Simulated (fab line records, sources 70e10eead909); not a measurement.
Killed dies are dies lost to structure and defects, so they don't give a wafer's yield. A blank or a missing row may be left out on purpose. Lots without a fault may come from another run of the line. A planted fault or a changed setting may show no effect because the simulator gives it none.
Chamber matching | flow nand_harc | NHARC_A_CONTACT_ETCH_92 on rie_diel-13: 4 sister chambers
The step etches the open film in CH3F/O2, target depth 40 nm, time 85.7 s. 18 wafers are shown with their chamber, then 8 later ones without.

WAFERS WITH THEIR CHAMBER
wafer  | chamber | showerhead_plenum_p_Torr (Torr) | drypump_motor_current_A (A) | rf_vpp_V (V)
L107.2 | 1       | 2.33                            | 6.2                         | 243.0
L107.5 | 1       | 2.33                            | 6.2                         | 243.4
L107.6 | 2       | 2.32                            | 6.3                         | 243.2
L105.2 | 1       | 2.33                            | 6.2                         | 240.8
L105.3 | 0       | 2.66                            | 5.4                         | 246.3
L105.6 | 2       | 2.32                            | 6.3                         | 243.0
L106.2 | 1       | 2.33                            | 6.2                         | 241.9
L106.3 | 2       | 2.32                            | 6.2                         | 242.1
L106.5 | 1       | 2.33                            | 6.2                         | 242.7
L112.1 | 2       | 2.32                            | 6.3                         | 240.4
L112.3 | 1       | 2.33                            | 6.2                         | 243.4
L112.6 | 2       | 2.32                            | 6.3                         | 241.4
L117.2 | 0       | 2.65                            | 5.4                         | 246.2
L117.4 | 2       | 2.32                            | 6.3                         | 243.1
L119.1 | 1       | 2.33                            | 6.2                         | 242.2
L119.2 | 3       | 2.43                            | 5.8                         | 244.9
L119.3 | 0       | 2.65                            | 5.4                         | 249.7
L122.2 | 2       | 2.31                            | 6.3                         | 242.8

SIGNATURES (means of the wafers above)
reading                  | chamber 0 | chamber 1 | chamber 2 | chamber 3 | scatter within a chamber
showerhead_plenum_p_Torr | 2.6533    | 2.3300    | 2.3186    | 2.4300    | 0.0033
drypump_motor_current_A  | 5.400     | 6.200     | 6.286     | 5.800     | 0.0247
rf_vpp_V                 | 247.400   | 242.486   | 242.286   | 244.900   | 1.19
Rule: a wafer's distance from a chamber is the root of the sum, over the readings, of the square of ((its reading less the chamber's mean) divided by the reading's scatter). The wafer belongs to the nearest chamber; if the next one is less than 2 further off, it can't be placed. The scatter: the root of (the sum of the squares of (reading less its chamber's mean) over the shown wafers, divided by (wafers less chambers)).

WAFERS WITHOUT THEIR CHAMBER
wafer  | showerhead_plenum_p_Torr (Torr) | drypump_motor_current_A (A) | rf_vpp_V (V)
L122.3 | 2.65                            | 5.4                         | 245.6
L122.4 | 2.42                            | 5.8                         | 244.7
L125.1 | 2.31                            | 6.3                         | 242.3
L125.2 | 2.64                            | 5.4                         | 246.8
L125.3 | 2.42                            | 5.8                         | 243.8
L126.1 | 2.32                            | 6.2                         | 243.0
L126.2 | 2.64                            | 5.4                         | 247.3
L126.4 | 2.31                            | 6.3                         | 241.7

WHICH CHAMBER EACH WENT THROUGH
wafer  | from the rows above     | in truth
L122.3 | 0                       | 0
L122.4 | 3                       | 3
L125.1 | 2                       | 2
L125.2 | 0                       | 0
L125.3 | 3                       | 3
L126.1 | can't be placed: 1 or 2 | 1
L126.2 | 0                       | 0
L126.4 | 2                       | 2
Placed correctly: 7 of 8. Can't be placed from these rows: 1 (the true chamber is among the candidates in 1). Placed wrongly: 0.
